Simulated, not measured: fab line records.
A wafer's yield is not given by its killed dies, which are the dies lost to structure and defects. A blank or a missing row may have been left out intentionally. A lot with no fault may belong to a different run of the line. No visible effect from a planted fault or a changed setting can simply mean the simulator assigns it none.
Problem report in the 8D (eight disciplines) form, filled by code | flow nand harc | the parts of the form that need people (team, actions taken, sign-off) are left out

== 1. WHAT WENT WRONG ==
Mean of killed dies at NHARC_END_SORT_01: 675 across 2 wafers in 2 lots; on wafers with no fault it is 64 (standard deviation 19). That puts it +32 standard deviations away from the usual mean.
The first sign was on wafer L809.4 at day 29 12:08, on prober-02. The record holds 4 wafers of 2 lots with a number at this step. Rule for "out" (also "out of limits"): further than 4 standard deviations from the usual mean. The rest of the wafers with a number are treated as sound.

== 2. WHAT IT IS, WHAT IT ISN'T ==
question                    | is                           | is not
which readings at this step | killed dies, killed at array | killed at other, killed open
which lots                  | L808, L809                   | -
which wafers of those lots  | L808.1, L809.4               | L809.1, L809.6
read on which gauges        | prober-01, prober-02         | -
when                        | from day 29 12:08            | up to then (1 sound wafer); but 1 sound wafer of L809 came after

== 3. SUSPECTS, AND WHAT RULES EACH OUT ==
Counting: if a tool at a process step up to the reading ran every lot that is out, it stays a suspect. Sound lots after the first of them don't rule it out here, since some wafers of a struck lot are sound.
- the gauge at NHARC_END_SORT_01 is ruled out. The wafers that are out were read on 2 gauges (prober-01, prober-02).
- rie diel-02 at NHARC_A_STAIRCASE_TRIM_24 (chemistry O2, time 211.2 s): kept. It ran every lot that is out, first L808 (day 20 13:38). NHARC_A_STAIRCASE_TRIM_24: start missing for some lots; hours and lot order therefore follow NHARC_A_STAIRCASE_TRIM_202.
- rie diel-03 at NHARC_A_STAIRCASE_TRIM_198 (chemistry O2, time 211.2 s): kept. It ran every lot that is out, first L808 (day 20 13:38). NHARC_A_STAIRCASE_TRIM_198: start missing for some lots; hours and lot order therefore follow NHARC_A_STAIRCASE_TRIM_202.
- rie diel-03 at NHARC_A_STAIRCASE_TRIM_202 (chemistry O2, time 211.2 s): kept. It ran every lot that is out, first L808 (day 20 13:38). Its own readings are out on those wafers: run length s.
- Within rie diel-02 at NHARC_A_STAIRCASE_TRIM_24: the wafers that are out ran in chamber 0; their sound lot-mates ran in chambers 1, 3.
- Within rie diel-03 at NHARC_A_STAIRCASE_TRIM_202, the wafers that are out were processed in chamber 0 and their sound lot-mates in chamber 2.
rie diel-02 at NHARC_A_STAIRCASE_TRIM_24, rie diel-03 at NHARC_A_STAIRCASE_TRIM_198 and rie diel-03 at NHARC_A_STAIRCASE_TRIM_202 are what is left after counting.

== 4. THE CAUSE (what the simulator had put in) ==
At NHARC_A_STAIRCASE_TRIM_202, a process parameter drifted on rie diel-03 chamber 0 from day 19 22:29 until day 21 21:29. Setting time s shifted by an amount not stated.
3 suspects survive the count, and this tool is in that group.

== 5. THE EFFECT CHAIN, in route order ==
Each row: a reading where the mean over the struck wafers with a number is more than 3 standard deviations away from the usual. Readings are gone through only where the record gives a usual standard deviation; hours: the median, over the lots, of the time from a lot's start at the first step in this table giving one to that lot's start at this step; sigmas: the change measured in usual standard deviations.
hours | step                       | reading         | usual   | on struck wafers | change | sigmas
0     | NHARC_A_STAIRCASE_TRIM_202 | run length s    | 232.4 s | 303.4            | +71.0  | +99 or more
223   | NHARC_END_SORT_01          | killed at array | 59      | 666              | +608   | +32
223   | NHARC_END_SORT_01          | killed dies     | 64      | 675              | +611   | +32
The process steps in it:
- NHARC_A_STAIRCASE_TRIM_202: chemistry O2, time 211.2 s.

== 6. HOW IT WOULD HAVE BEEN CAUGHT EARLIER ==
In this record the first reading out of limits at a measuring or inspecting step was taken at day 29 12:08, 230 hours after the fault began at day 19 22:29.
Tool's own readings at NHARC_A_STAIRCASE_TRIM_202, run length s: out on all struck wafers the step has rows for; an alarm limit on them would have tripped on the first.
Lots out: 2; all had begun NHARC_A_STAIRCASE_TRIM_202 on rie diel-03 by day 29 12:08. A hold on the tool at that time would have spared none of them.
